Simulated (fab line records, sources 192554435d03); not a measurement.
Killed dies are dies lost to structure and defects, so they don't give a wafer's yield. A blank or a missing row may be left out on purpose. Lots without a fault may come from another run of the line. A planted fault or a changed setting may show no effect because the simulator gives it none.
Split-lot experiment | flow n5_finfet | 7 lots, 21 wafers read, on a route of 1938 steps

THE SPLIT
At N5_BEOL_M10_TRENCH_ETCH_37 (etches SiCOH lowk in C4F6/O2, target depth 148.83 nm, time 48 s), the setting bias_w was moved away from the recipe's 185 W on 5 of the 21 wafers read, by -17.7% to +13.6%. The other wafers ran this setting at the recipe's value.

The reading is taken at the split's own step.

THE READING
rf_vpp_V, in V, at N5_BEOL_M10_TRENCH_ETCH_37 (etches SiCOH lowk in C4F6/O2, target depth 148.83 nm, time 48 s). Fault-free wafers of this fab line usually give 664 V, standard deviation 15 V.

wafer  | tool, chamber at the split | bias_w as run, W | against the recipe | rf_vpp_V, V | against lot-mates on the recipe
L078.1 | rie_diel-05, 0             | 185              | recipe             | 674         | -
L078.2 | rie_diel-05, 3             | 185              | recipe             | 655         | -
L078.6 | rie_diel-05, 1             | 185              | recipe             | 680         | -
L080.1 | rie_diel-05, 1             | 201.6            | +9.0%              | 727         | +50
L080.2 | rie_diel-05, 0             | 185              | recipe             | 674         | -
L080.6 | rie_diel-05, 2             | 185              | recipe             | 679         | -
L092.1 | rie_diel-06, 1             | 185              | recipe             | 659         | -
L092.3 | rie_diel-06, 3             | 206.3            | +11.5%             | 734         | +75
L092.4 | rie_diel-06, 1             | 206.3            | +11.5%             | 717         | +58
L093.2 | rie_diel-06, 3             | 152.2            | -17.7%             | 575         | -76
L093.5 | rie_diel-06, 2             | 185              | recipe             | 644         | -
L093.6 | rie_diel-06, 1             | 185              | recipe             | 657         | -
L094.3 | rie_diel-05, 1             | 185              | recipe             | 679         | -
L094.4 | rie_diel-05, 0             | 185              | recipe             | 675         | -
L094.5 | rie_diel-05, 2             | 185              | recipe             | 678         | -
L096.1 | rie_diel-02, 0             | 185              | recipe             | 659         | -
L096.5 | rie_diel-02, 3             | 185              | recipe             | 634         | -
L096.6 | rie_diel-02, 0             | 185              | recipe             | 659         | -
L097.2 | rie_diel-05, 1             | 185              | recipe             | 679         | -
L097.4 | rie_diel-05, 3             | 210.1            | +13.6%             | 725         | +46
L097.5 | rie_diel-05, 1             | 185              | recipe             | 680         | -

THE FIT
A straight line over all 21 wafers: rf_vpp_V changes by +5.11 V for each +1% of bias_w; r = +0.92; the points scatter about the line by 14 V.
The same after taking each lot's own level away (the mean of its wafers on the recipe; 21 wafers): +4.63 V for each +1%; r = +0.95; scatter 9.6 V.
On that fit, the largest move of bias_w shifts the reading by 82 V.
The lots' own levels span 650.5 to 679.5 V, that is 1.9 times the standard deviation above.
So the lot-to-lot level changes the slope: the two fits differ.
Check: with one of the wafers moved furthest among these (-17.7%) left out of the fit, the line predicts -86.3 V for it against its lot-mates. It came out at -75.5 V against them.
Tool readings at the split's step, against how far the setting was moved: rf_vpp_V r = +0.92.

OTHER SPLITS ON THESE WAFERS
These wafers also went through other splits before the reading. Each is held against what the fit with the lots' levels taken away leaves over:
other split on the same wafers | wafers away from the commonest value | r with rf_vpp_V (lot level and that fit taken away)
N5_BEOL_M10_VIA_ETCH_34 bias_w | 5                                    | -0.02

THE FILE'S OWN FIT
rf_vpp_V changes by +4.47 V for each +1% of bias_w, r = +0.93.
